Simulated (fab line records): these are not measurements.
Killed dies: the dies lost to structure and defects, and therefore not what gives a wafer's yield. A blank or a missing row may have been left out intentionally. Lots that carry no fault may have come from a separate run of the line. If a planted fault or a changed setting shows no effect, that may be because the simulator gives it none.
fab line records | flow n5Finfet | part 2 of 2: steps 4 to 6 of 6
[record] lots = 20 | wafers = 60 | lastDay = 17
route steps=1938 shown PMOS_HMC_CHANNEL_EPI@68 FIN_SAQP@114 FIN_CUT@177 DUMMY_GATE@233
lots that met no fault: from a run of the same line without faults
startH: the number of hours between the record's first day and the start of the first shown wafer of the lot | waitH: how many hours have passed since the lot's step before this one | " same as the row above | L1.1+2: one row covering several wafers at once | - either no value or no given start | * or withheld: withheld | < > ~ a bound
route shown NAME@n: names a module that has steps shown in the file, with the first one's number in the route | usual: mean/standard deviation of fault-free wafers | same: alike in all rows | chamber/n: place in a boat | sites: each site's reading | _std_site: how widely they spread, as a standard deviation | _edge_site: mean of outer sites minus mean of inner sites | radiusMm: how far each site lies from the wafer's centre | mask NAME#n: copy n | behind: the most recent tool/chamber to have shaped the wafer | hold: why the lot was held/for how many hours/how that ended | device: whichever transistor did not switch (one of n, p or np) | end of line: the route-end tests of the same wafers | a step given without rows: its recipe and nothing more | killed: dies lost to structure and defects at the first sort, not the wafer's yield | map: dies across one wafer; x = killed, . = not, _ = none there
set.NAME: the run value of the setting; set.NAME@STEP: its run value at that earlier step | model.NAME: the simulator's own value behind a step, which no gauge read
route steps across a sampled set of lots; one table per step, one row per wafer
services: a tool's chamber out of use, with start hour (startH, from the record's first day; less than 0 if before it), hours out, and reason
[[steps]]
[step N5_FIN_SAQP_DESCUM_21]
[recipe] chemistry = O2 | timeS = 7.9 | sourcePowerW = 50 | biasPowerW = 20 | pressureMtorr = 20 | rfFrequencyHz = 2.712e+07 | tempC = 40 | resist = CAR-ArF | o2FlowSccm = 225
[usual] chamberPressureMTorr = 20.000/0.018 | drypumpMotorCurrentA = 5.7/0.54 | oesProductAu = 0.83/0.088 | rfFwdPowerW = 49.42/0.25 | rfVppV = 243.4/1.5 | showerheadPlenumPTorr = 2.10/0.088 | throttleValvePct = 20.39/0.18
[same] timeS = 7.9
lot.wafer | tool       | chamber | startH | waitH | chamberPressureMTorr | drypumpMotorCurrentA | oesProductAu | rfFwdPowerW | rfHoursCounterH | rfVppV | showerheadPlenumPTorr | throttleValvePct
L074.4    | rieDiel-02 | 3       | 23.83  | 0.0   | 20.000               | 4.7                  | 0.94         | 49.29       | 11              | 243.1  | 2.05                  | 20.38
L074.5    | "          | 2       | "      | "     | 19.984               | 5.8                  | 0.90         | 49.23       | -               | 245.7  | 2.25                  | 20.37
L074.6    | "          | 1       | "      | "     | 19.990               | 5.6                  | 0.98         | 49.29       | -               | 243.1  | 2.15                  | 20.13
L076.1    | rieDiel-02 | 1       | 34.62  | 0.0   | 19.966               | 5.6                  | 0.95         | 48.91       | 4               | 244.0  | 2.15                  | 20.12
L076.3    | "          | 0       | "      | "     | 20.014               | 5.8                  | 0.72         | 49.44       | 244             | 243.6  | 2.14                  | 20.28
L076.4    | "          | 2       | "      | "     | 20.020               | 5.8                  | 0.90         | 49.32       | 24              | 246.1  | 2.25                  | 20.37
L077.2    | rieDiel-06 | 3       | 41.79  | 0.0   | 19.968               | 5.2                  | 0.94         | 49.64       | 11              | 244.6  | 2.21                  | 20.23
L077.4    | "          | 0       | "      | "     | 20.014               | 5.3                  | 0.68         | 49.49       | -               | 241.7  | 1.99                  | 20.82
L077.5    | "          | 1       | "      | "     | 20.004               | 6.7                  | 0.85         | 49.57       | -               | 241.9  | 2.03                  | 20.41
L078.1    | rieDiel-06 | 0       | 49.44  | 0.1   | 20.028               | 5.3                  | 0.67         | 49.89       | 250             | 239.5  | 1.99                  | 20.80
L078.2    | "          | 3       | "      | "     | 20.027               | 5.2                  | 0.93         | 49.91       | 15              | 244.6  | 2.21                  | 20.25
L078.4    | "          | 0       | "      | "     | 19.976               | 5.3                  | 0.67         | 50.01       | -               | 241.3  | 1.99                  | 20.81
L079.2    | rieDiel-01 | 0       | 51.82  | 0.0   | 20.044               | 6.1                  | 0.76         | 49.46       | 172             | 242.3  | 1.99                  | 20.53
L079.3    | "          | 1       | "      | "     | 20.030               | 5.3                  | 0.73         | 49.41       | 162             | 243.2  | 2.09                  | 20.44
L079.5    | "          | 1       | "      | "     | 19.991               | 5.3                  | 0.73         | 49.51       | -               | 243.5  | 2.09                  | 20.45
L080.1    | rieDiel-01 | 0       | 58.35  | 0.4   | 19.969               | 6.1                  | 0.75         | 49.04       | 174             | 242.3  | 1.99                  | 20.51
L080.5    | "          | 0       | "      | "     | 19.974               | 6.1                  | 0.75         | 49.50       | -               | 241.6  | 1.99                  | 20.53
L080.6    | "          | 3       | "      | "     | 20.020               | 5.7                  | 0.66         | 49.72       | -               | 241.4  | 2.05                  | 20.84
L081.2    | rieDiel-06 | 3       | 65.03  | 0.0   | 19.983               | 5.1                  | 0.92         | 49.85       | 20              | 245.5  | 2.21                  | 20.26
L081.3    | "          | 2       | "      | "     | 19.980               | 5.4                  | 0.97         | 49.58       | 4               | 246.1  | 2.24                  | 20.44
L081.5    | "          | 1       | "      | "     | 20.018               | 6.7                  | 0.84         | 49.43       | -               | 243.0  | 2.02                  | 20.43
L083.1    | rieDiel-01 | 1       | 77.72  | 0.3   | 20.009               | 5.3                  | 0.73         | 49.64       | 172             | 243.7  | 2.09                  | 20.47
L083.2    | "          | 2       | "      | "     | 19.997               | 6.3                  | 0.74         | 49.36       | 216             | 242.7  | 2.05                  | 20.37
L083.5    | "          | 0       | "      | "     | 20.019               | 6.1                  | 0.75         | 49.11       | -               | 242.1  | 1.99                  | 20.52
L084.1    | rieDiel-01 | 2       | 83.29  | 0.1   | 20.022               | 6.4                  | 0.73         | 49.48       | 219             | 243.1  | 2.05                  | 20.40
L084.2    | "          | 0       | "      | "     | 19.983               | 6.1                  | 0.75         | 49.22       | 185             | 241.9  | 1.99                  | 20.53
L084.4    | "          | 1       | "      | "     | 20.013               | 5.3                  | 0.72         | 49.49       | -               | 241.8  | 2.09                  | 20.47
L086.1    | rieDiel-02 | 3       | 95.05  | 0.1   | 19.981               | 4.8                  | 0.88         | 49.66       | 39              | 242.2  | 2.04                  | 20.44
L086.3    | "          | 1       | "      | "     | 19.975               | 5.6                  | 0.88         | 49.01       | 28              | 244.7  | 2.14                  | 20.16
L086.4    | "          | 1       | "      | "     | 20.037               | 5.6                  | 0.88         | 48.75       | -               | 243.4  | 2.14                  | 20.17
L087.3    | rieDiel-06 | 3       | 100.92 | 0.1   | 19.987               | 5.1                  | 0.89         | 49.44       | 34              | 245.4  | 2.20                  | 20.27
L087.4    | "          | 1       | "      | "     | 20.009               | 6.7                  | 0.82         | 49.25       | 90              | 243.5  | 2.02                  | 20.45
L087.6    | "          | 1       | "      | "     | 20.028               | 6.7                  | 0.81         | 49.31       | -               | 243.4  | 2.02                  | 20.43
L088.3    | rieDiel-02 | 1       | 107.17 | 1.0   | 19.989               | 5.6                  | 0.88         | 49.12       | 34              | 243.8  | 2.14                  | 20.16
L088.5    | "          | 3       | "      | "     | 19.974               | 4.8                  | 0.87         | 48.96       | -               | 242.3  | 2.04                  | 20.44
L088.6    | "          | 2       | "      | "     | 19.986               | 5.8                  | 0.83         | 49.49       | -               | 245.5  | 2.24                  | 20.42
L089.4    | rieDiel-02 | 0       | 113.64 | 0.3   | 19.996               | 5.8                  | 0.90         | 49.26       | 17              | 241.6  | 2.13                  | 19.99
L089.5    | "          | 2       | "      | "     | 19.964               | 5.8                  | 0.83         | 48.69       | -               | 245.0  | 2.24                  | 20.41
L089.6    | "          | 1       | "      | "     | 20.001               | 5.6                  | 0.87         | 49.18       | -               | 243.9  | 2.13                  | 20.15
L090.3    | rieDiel-02 | 2       | 119.78 | 0.6   | 20.005               | 5.7                  | 0.83         | 49.35       | 58              | 244.9  | 2.24                  | 20.41
L090.5    | "          | 0       | "      | "     | 19.997               | 5.8                  | 0.89         | 49.81       | -               | 243.0  | 2.13                  | 19.98
L090.6    | "          | 3       | "      | "     | 20.001               | 4.7                  | 0.87         | 49.28       | -               | 243.0  | 2.03                  | 20.46
L091.1    | rieDiel-01 | 1       | 125.50 | 1.7   | 20.003               | 5.3                  | 0.71         | 49.48       | 194             | 243.6  | 2.08                  | 20.49
L091.4    | "          | 3       | "      | "     | 19.992               | 5.7                  | 0.88         | 49.45       | 15              | 241.9  | 2.05                  | 20.34
L091.5    | "          | 3       | "      | "     | 19.998               | 5.7                  | 0.88         | 49.65       | -               | 241.3  | 2.05                  | 20.36
L092.1    | rieDiel-01 | 1       | 133.59 | 0.9   | 19.998               | 5.3                  | 0.70         | 49.36       | 198             | 244.3  | 2.08                  | 20.51
L092.3    | "          | 3       | "      | "     | 20.006               | 5.7                  | 0.87         | 49.42       | 19              | 242.0  | 2.04                  | 20.38
L092.6    | "          | 0       | "      | "     | 19.985               | 6.1                  | 0.73         | 49.43       | -               | 242.1  | 1.98                  | 20.57
L093.2    | rieDiel-01 | 1       | 138.09 | 0.0   | 19.978               | 5.3                  | 0.71         | 49.22       | 200             | 242.0  | 2.08                  | 20.50
L093.4    | "          | 0       | "      | "     | 20.009               | 6.0                  | 0.73         | 49.33       | 210             | 242.3  | 1.98                  | 20.57
L093.6    | "          | 2       | "      | "     | 20.011               | 6.3                  | 0.72         | 49.36       | -               | 243.3  | 2.04                  | 20.42
L095.1    | rieDiel-02 | 3       | 147.28 | 0.0   | 20.006               | 4.7                  | 0.85         | 49.57       | 61              | 243.8  | 2.03                  | 20.47
L095.5    | "          | 1       | "      | "     | 20.016               | 5.6                  | 0.86         | 49.07       | -               | 244.2  | 2.13                  | 20.20
L095.6    | "          | 3       | "      | "     | 20.018               | 4.8                  | 0.85         | 49.56       | -               | 241.5  | 2.03                  | 20.47
L096.1    | rieDiel-02 | 0       | 154.08 | 0.1   | 19.997               | 5.8                  | 0.87         | 49.27       | 33              | 241.3  | 2.12                  | 20.00
L096.2    | "          | 2       | "      | "     | 19.999               | 5.8                  | 0.81         | 49.40       | 73              | 244.5  | 2.23                  | 20.45
L096.6    | "          | 2       | "      | "     | 20.018               | 5.7                  | 0.82         | 49.42       | -               | 243.9  | 2.23                  | 20.44
L097.1    | rieDiel-06 | 2       | 159.80 | 0.0   | 20.025               | 5.5                  | 0.90         | 49.81       | 28              | 245.8  | 2.23                  | 20.49
L097.3    | "          | 3       | "      | "     | 20.000               | 5.2                  | 0.87         | 49.92       | 46              | 246.9  | 2.20                  | 20.31
L097.5    | "          | 2       | "      | "     | 19.984               | 5.4                  | 0.89         | 49.88       | -               | 244.7  | 2.23                  | 20.49
[step N5_FIN_CUT_CUT_ETCH_28]
[recipe] chemistry = HBr/Cl2/O2 | target = Si | targetDepthA = 60 | maskMaterial = SOC | timeS = 2.4 | ionEnergyEv = * | biasW = * | pressureMtorr = 10 | icpW = 800 | HBr_flow_sccm = 150 | Cl2_flow_sccm = 80 | O2_flow_sccm = 12
[usual] chamberPressureMTorr = 10.000/0.0094 | drypumpMotorCurrentA = 5.9/0.43 | oesProductAu = 0.999/0.015 | rfFwdPowerW = * | throttleValvePct = 37.1/0.37
[same] timeS = 2.4
lot.wafer | tool     | chamber | startH | waitH | chamberPressureMTorr | drypumpMotorCurrentA | oesProductAu | rfFwdPowerW | rfHoursCounterH | throttleValvePct
L074.4    | rieSi-01 | 3       | 29.83  | 0.0   | 9.997                | 5.7                  | 0.975        | *           | 159             | 37.5
L074.5    | "        | 1       | "      | "     | 10.012               | 5.2                  | 1.009        | *           | -               | 37.4
L074.6    | "        | 2       | "      | "     | 9.990                | 5.5                  | 0.987        | *           | -               | 36.6
L076.1    | rieSi-05 | 1       | 40.32  | 0.0   | 9.998                | 5.9                  | 1.023        | *           | 7               | 36.6
L076.3    | "        | 0       | "      | "     | 9.994                | 5.8                  | 1.005        | *           | 22              | 36.9
L076.4    | "        | 3       | "      | "     | 9.999                | 5.7                  | 0.981        | *           | 184             | 37.0
L077.2    | rieSi-05 | 0       | 47.99  | 0.0   | 10.004               | 5.8                  | 1.012        | *           | 22              | 36.9
L077.4    | "        | 2       | "      | "     | 9.992                | 6.4                  | 0.997        | *           | 168             | 37.9
L077.5    | "        | 0       | "      | "     | 10.011               | 5.8                  | 1.006        | *           | -               | 37.0
L078.1    | rieSi-01 | 2       | 54.97  | 0.0   | 9.996                | 5.5                  | 0.979        | *           | 55              | 36.6
L078.2    | "        | 0       | "      | "     | 9.990                | 6.7                  | 0.999        | *           | 130             | 37.2
L078.4    | "        | 3       | "      | "     | 10.007               | 5.7                  | 0.983        | *           | 160             | 37.5
L079.2    | rieSi-05 | 3       | 59.14  | 0.0   | 10.000               | 5.7                  | 0.981        | *           | 185             | 37.0
L079.3    | "        | 0       | "      | "     | 10.010               | 5.8                  | 1.005        | *           | 22              | 36.9
L079.5    | "        | 3       | "      | "     | 9.999                | 5.7                  | 0.977        | *           | -               | 37.0
L080.1    | rieSi-06 | 2       | 64.38  | 0.0   | 10.011               | 5.7                  | 0.990        | *           | 196             | 37.3
L080.5    | "        | 1       | "      | "     | 9.996                | 6.1                  | 1.006        | *           | -               | 37.4
L080.6    | "        | 2       | "      | "     | 9.998                | 5.7                  | 0.982        | *           | -               | 37.3
L081.2    | rieSi-06 | 2       | 70.71  | 0.0   | 9.995                | 5.7                  | 0.984        | *           | 196             | 37.3
L081.3    | "        | 3       | "      | "     | 10.014               | 5.3                  | 0.985        | *           | 4               | 37.1
L081.5    | "        | 1       | "      | "     | 9.993                | 6.0                  | 1.005        | *           | -               | 37.4
L083.1    | rieSi-06 | 1       | 85.12  | 0.0   | 10.001               | 6.1                  | 1.014        | *           | 17              | 37.4
L083.2    | "        | 2       | "      | "     | 10.000               | 5.6                  | 0.993        | *           | 196             | 37.3
L083.5    | "        | 3       | "      | "     | 10.004               | 5.3                  | 0.986        | *           | -               | 37.1
L084.1    | rieSi-05 | 1       | 91.33  | 0.0   | 9.999                | 5.9                  | 1.029        | *           | 8               | 36.6
L084.2    | "        | 0       | "      | "     | 9.996                | 5.8                  | 1.000        | *           | 22              | 37.0
L084.4    | "        | 2       | "      | "     | 9.989                | 6.4                  | 0.999        | *           | 169             | 37.9
L086.1    | rieSi-01 | 1       | 102.78 | 0.0   | 9.992                | 5.2                  | 1.029        | *           | 181             | 37.4
L086.3    | "        | 0       | "      | "     | 9.997                | 6.7                  | 0.997        | *           | 131             | 37.2
L086.4    | "        | 2       | "      | "     | 10.008               | 5.5                  | 0.994        | *           | 56              | 36.6
L087.3    | rieSi-01 | 3       | 106.48 | 0.0   | 9.996                | 5.7                  | 0.985        | *           | 161             | 37.6
L087.4    | "        | 0       | "      | "     | 10.012               | 6.8                  | 0.993        | *           | 131             | 37.2
L087.6    | "        | 0       | "      | "     | 9.997                | 6.7                  | 0.994        | *           | -               | 37.2
L088.3    | rieSi-01 | 0       | 114.21 | 0.0   | 10.006               | 6.7                  | 0.998        | *           | 131             | 37.2
L088.5    | "        | 1       | "      | "     | 10.003               | 5.2                  | 1.016        | *           | -               | 37.4
L088.6    | "        | 0       | "      | "     | 10.000               | 6.8                  | 1.000        | *           | -               | 37.3
L089.4    | rieSi-05 | 0       | 120.11 | 0.0   | 10.011               | 5.8                  | 1.000        | *           | 23              | 36.9
L089.5    | "        | 0       | "      | "     | 10.000               | 5.8                  | 1.002        | *           | -               | 37.0
L089.6    | "        | 1       | "      | "     | 9.996                | 5.9                  | 1.022        | *           | -               | 36.6
L090.3    | rieSi-06 | 0       | 126.43 | 0.0   | 9.983                | 6.1                  | 1.004        | *           | 76              | 36.7
L090.5    | "        | 3       | "      | "     | 9.977                | 5.3                  | 0.987        | *           | -               | 37.1
L090.6    | "        | 1       | "      | "     | 9.993                | 6.1                  | 1.010        | *           | -               | 37.4
L091.1    | rieSi-05 | 2       | 133.35 | 0.0   | 10.002               | 6.5                  | 1.000        | *           | 169             | 37.9
L091.4    | "        | 1       | "      | "     | 10.001               | 5.8                  | 1.023        | *           | 9               | 36.5
L091.5    | "        | 0       | "      | "     | 10.002               | 5.8                  | 1.008        | *           | -               | 36.9
L092.1    | rieSi-01 | 1       | 139.30 | 0.0   | 9.995                | 5.2                  | 1.023        | *           | 181             | 37.4
L092.3    | "        | 3       | "      | "     | 10.005               | 5.7                  | 0.983        | *           | 161             | 37.5
L092.6    | "        | 1       | "      | "     | 10.000               | 5.2                  | 1.023        | *           | -               | 37.4
L093.2    | rieSi-05 | 1       | 143.65 | 0.0   | 9.978                | 5.9                  | 1.022        | *           | 9               | 36.6
L093.4    | "        | 0       | "      | "     | 10.004               | 5.9                  | 1.000        | *           | -               | 36.9
L093.6    | "        | 3       | "      | "     | 10.001               | 5.7                  | 0.980        | *           | -               | 37.0
L095.1    | rieSi-05 | 3       | 154.10 | 0.0   | 9.997                | 5.7                  | 0.972        | *           | 186             | 37.0
L095.5    | "        | 1       | "      | "     | 10.000               | 5.9                  | 1.021        | *           | -               | 36.6
L095.6    | "        | 0       | "      | "     | 10.014               | 5.8                  | 1.005        | *           | -               | 37.0
L096.1    | rieSi-06 | 2       | 159.54 | 0.0   | 9.989                | 5.6                  | 0.977        | *           | 0               | 37.1
L096.2    | "        | 3       | "      | "     | 9.998                | 5.3                  | 0.986        | *           | 6               | 37.0
L096.6    | "        | 1       | "      | "     | 9.998                | 6.1                  | 1.011        | *           | -               | 37.4
L097.1    | rieSi-05 | 1       | 165.78 | 0.0   | 10.000               | 5.9                  | 1.028        | *           | 9               | 36.6
L097.3    | "        | 0       | "      | "     | 10.000               | 5.9                  | 0.998        | *           | 24              | 37.0
L097.5    | "        | 0       | "      | "     | 9.992                | 5.8                  | 1.004        | *           | -               | 36.9
[step N5_DUMMY_GATE_INSPECT_17]
[recipe] mode = adi | inspectInstrument = brightfield
[usual] rawDefectCount = 195/48
lot.wafer | tool             | chamber | startH | waitH | rawDefectCount
L074.4    | defectInspect-02 | -       | 51.56  | 0.0   | 139
L074.5    | "                | -       | "      | "     | 161
L074.6    | "                | -       | "      | "     | 138
L076.1    | defectInspect-01 | -       | 59.44  | 0.1   | 169
L076.3    | "                | -       | "      | "     | 332
L076.4    | "                | -       | "      | "     | 288
L077.2    | defectInspect-02 | -       | 66.33  | 0.0   | 185
L077.4    | "                | -       | "      | "     | 166
L077.5    | "                | -       | "      | "     | 141
L078.1    | defectInspect-02 | -       | 74.81  | 0.1   | 168
L078.2    | "                | -       | "      | "     | 140
L078.4    | "                | -       | "      | "     | 126
L079.2    | defectInspect-02 | -       | 76.84  | 0.0   | 139
L079.3    | "                | -       | "      | "     | 166
L079.5    | "                | -       | "      | "     | 178
L080.1    | defectInspect-01 | -       | 83.58  | 0.1   | 219
L080.5    | "                | -       | "      | "     | 197
L080.6    | "                | -       | "      | "     | 231
L081.2    | defectInspect-01 | -       | 88.64  | 0.0   | 195
L081.3    | "                | -       | "      | "     | 189
L081.5    | "                | -       | "      | "     | 145
L083.1    | defectInspect-01 | -       | 105.74 | 0.1   | 143
L083.2    | "                | -       | "      | "     | 150
L083.5    | "                | -       | "      | "     | 206
L084.1    | defectInspect-01 | -       | 111.42 | 0.1   | 177
L084.2    | "                | -       | "      | "     | 253
L084.4    | "                | -       | "      | "     | 225
L086.1    | defectInspect-01 | -       | 125.01 | 0.1   | 179
L086.3    | "                | -       | "      | "     | 157
L086.4    | "                | -       | "      | "     | 227
L087.3    | defectInspect-01 | -       | 126.74 | 0.0   | 220
L087.4    | "                | -       | "      | "     | 253
L087.6    | "                | -       | "      | "     | 183
L088.3    | defectInspect-01 | -       | 133.70 | 0.0   | 247
L088.5    | "                | -       | "      | "     | 275
L088.6    | "                | -       | "      | "     | 246
L089.4    | defectInspect-02 | -       | 141.29 | 0.0   | 191
L089.5    | "                | -       | "      | "     | 135
L089.6    | "                | -       | "      | "     | 173
L090.3    | defectInspect-01 | -       | 145.42 | 0.0   | 192
L090.5    | "                | -       | "      | "     | 221
L090.6    | "                | -       | "      | "     | 173
L091.1    | defectInspect-01 | -       | 152.21 | 0.1   | 231
L091.4    | "                | -       | "      | "     | 141
L091.5    | "                | -       | "      | "     | 194
L092.1    | defectInspect-02 | -       | 157.50 | 0.1   | 262
L092.3    | "                | -       | "      | "     | 209
L092.6    | "                | -       | "      | "     | 152
L093.2    | defectInspect-01 | -       | 165.27 | 0.1   | 224
L093.4    | "                | -       | "      | "     | 321
L093.6    | "                | -       | "      | "     | 248
L095.1    | defectInspect-02 | -       | 173.17 | 0.1   | 242
L095.5    | "                | -       | "      | "     | 227
L095.6    | "                | -       | "      | "     | 263
L096.1    | defectInspect-02 | -       | 177.44 | 0.1   | 178
L096.2    | "                | -       | "      | "     | 169
L096.6    | "                | -       | "      | "     | 200
L097.1    | defectInspect-02 | -       | 184.09 | 0.1   | 277
L097.3    | "                | -       | "      | "     | 328
L097.5    | "                | -       | "      | "     | 189
[[services]]
tool       | chamber | startH | hours | kind
cmp-03     | -       | -5.99  | 2.0   | repair
rieDiel-05 | -       | -4.37  | 0.4   | repair
rieDiel-03 | 3       | -3.97  | 7.8   | repair
rieDiel-02 | 1       | -3.48  | 2.6   | repair
rieDiel-05 | 3       | -2.49  | 3.8   | repair
rieDiel-03 | 1       | -2.28  | 5.2   | repair
cmp-03     | -       | -1.85  | 2.3   | repair
rieDiel-04 | 1       | 0.04   | 2.6   | repair
cmp-03     | -       | 5.14   | 2.9   | repair
cmp-03     | -       | 14.51  | 0.2   | repair
cmp-04     | -       | 19.50  | 0.2   | repair
cmp-03     | -       | 25.90  | 21.7  | repair
rieDiel-04 | 3       | 27.16  | 7.9   | repair
rieDiel-01 | 0       | 40.40  | 11.1  | repair
rieDiel-04 | 1       | 53.11  | 2.4   | repair
rieDiel-02 | 1       | 68.50  | 2.2   | repair
rieDiel-02 | 2       | 92.12  | 3.4   | repair
cmp-04     | -       | 114.69 | 1.4   | repair
cmp-04     | -       | 122.01 | 12.8  | pm
cmp-04     | -       | 136.94 | 7.0   | pm
rieSi-05   | 2       | 142.00 | 35.5  | repair
rieDiel-02 | 0       | 145.20 | 4.2   | repair
rieSi-05   | -       | 149.31 | 2.8   | pm
cmp-04     | -       | 164.11 | 1.0   | repair
